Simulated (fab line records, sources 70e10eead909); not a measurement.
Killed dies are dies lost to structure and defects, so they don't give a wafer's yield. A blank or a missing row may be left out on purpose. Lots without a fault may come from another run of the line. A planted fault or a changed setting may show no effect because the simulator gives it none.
Problem report in the 8D (eight disciplines) form, filled by code | flow nand_harc | the parts of the form that need people (team, actions taken, sign-off) are left out

1. THE PROBLEM
exposure_dose_mJ_cm2 at NHARC_P_GATE_EXPOSE_08 reads a mean of 11.791 on 6 wafers of 2 lots; wafers without a fault read 16.751 with a standard deviation of 0.017. That is -99 or more standard deviations from the usual mean.
The step: exposes mask P HV.
First seen on wafer L924.1, day 7 12:29, on krf_scanner-01. The record holds 39 wafers of 13 lots with a number at this step. Rule for "out", or "out of limits": more than 4 standard deviations from the usual mean. The other wafers with a number count as sound.

2. WHAT IT IS AND WHAT IT IS NOT
question                    | is                     | is not
which readings at this step | exposure_dose_mJ_cm2   | focus_offset_nm
which lots                  | L924, L925             | L920, L921, L922, L923, L928, L933, L934, L935, L936, L937, L938
which wafers of those lots  | all that have a number | -
read on which tools         | krf_scanner-01         | krf_scanner-02, krf_scanner-04
when                        | from day 7 12:29       | up to then (12 sound wafers); but 21 sound wafers of L928, L933, L934, L935, L936, L937, L938 came after

3. SUSPECTS, AND WHAT RULES EACH OUT
Counting: a tool at a process step up to the reading stays a suspect if it ran every lot that is out and no sound lot after the first of them.
- krf_scanner-01 at NHARC_P_GATE_EXPOSE_08 (exposes mask P HV): kept. It ran every lot that is out, first L924 (day 7 12:29), and no sound lot after that; its last sound lot up to then is L922 (day 6 14:06). Its own readings are out on those wafers: exposure_dose_mJ_cm2.
Left after counting: krf_scanner-01 at NHARC_P_GATE_EXPOSE_08.

4. THE CAUSE (what the simulator had put in)
Process parameter drift: krf_scanner-01, from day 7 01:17 on, at NHARC_P_GATE_EXPOSE_08. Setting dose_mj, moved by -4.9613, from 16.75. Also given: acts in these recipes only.
Counting left only this tool.

5. THE CHAIN OF EFFECTS, in route order
Each row: a reading whose mean over the struck wafers that have a number lies more than 3 standard deviations from the usual. Only readings for which the record gives a usual standard deviation are gone through. hours: the time from each lot's start at the first step in this table that gives one to its start at this step, as a median over the lots. sigmas: the change in usual standard deviations.
hours | step                   | reading              | usual  | on struck wafers | change | sigmas
0     | NHARC_P_GATE_EXPOSE_08 | exposure_dose_mJ_cm2 | 16.751 | 11.791           | -4.960 | -99 or more
The process steps in it:
- NHARC_P_GATE_EXPOSE_08: exposes mask P HV.

6. WHAT WOULD HAVE CAUGHT IT SOONER
In this record the first reading out of limits was taken at day 7 12:29, 11 hours after the fault began at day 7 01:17.
